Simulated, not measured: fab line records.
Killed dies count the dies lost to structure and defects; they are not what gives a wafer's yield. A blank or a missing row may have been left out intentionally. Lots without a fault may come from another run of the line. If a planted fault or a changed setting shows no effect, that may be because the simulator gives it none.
Chamber matching / flow n5 finfet / N5_HKMG_FIN_CMP_94 on cmp-04: 4 sister chambers
The step polishes, stops on SiNx, t overpolish 4.7 s, target thk 43.299 nm. 4 wafers are shown with their chamber, then 8 later ones without.

== WAFERS WITH THEIR CHAMBER ==
wafer=L089.6; chamber=2; motor current A (A)=11.1
wafer=L090.2; chamber=3; motor current A (A)=12.4
wafer=L090.3; chamber=1; motor current A (A)=13.2
wafer=L091.1; chamber=0; motor current A (A)=11.1

== WAFERS MISSING THEIR CHAMBER ==
wafer=L091.3; motor current A (A)=12.6
wafer=L091.6; motor current A (A)=10.8
wafer=L093.1; motor current A (A)=13.3
wafer=L093.4; motor current A (A)=10.5
wafer=L093.6; motor current A (A)=12.3
wafer=L096.3; motor current A (A)=12.0
wafer=L096.4; motor current A (A)=12.5
wafer=L096.6; motor current A (A)=11.7

== CHAMBER TAKEN BY EACH ==
wafer=L091.3; from the rows above=can't be placed: 3 or 1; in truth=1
wafer=L091.6; from the rows above=can't be placed: 0 or 2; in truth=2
wafer=L093.1; from the rows above=1; in truth=1
wafer=L093.4; from the rows above=can't be placed: 0 or 2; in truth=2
wafer=L093.6; from the rows above=3; in truth=3
wafer=L096.3; from the rows above=can't be placed: 3 or 0 or 2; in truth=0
wafer=L096.4; from the rows above=can't be placed: 3 or 1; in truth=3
wafer=L096.6; from the rows above=can't be placed: 0 or 2 or 3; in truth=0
Placed correctly: 2 of 8. Can't be placed from these rows: 6 (the true chamber is among the candidates in 6). 0 placed wrongly.
How it was worked out, from the rows above alone: a wafer's distance from a chamber is the root of the sum, over the readings, of the square of ((its reading less the chamber's mean) divided by the reading's scatter). If the next closest chamber is less than 2 further off than the closest, the wafer can't be placed; otherwise it belongs to the closest. Each chamber's mean is taken over the wafers shown for it. The scatter: with one shown wafer a chamber, the root of the mean of the squares of how far each hidden wafer lies from its nearest shown one.
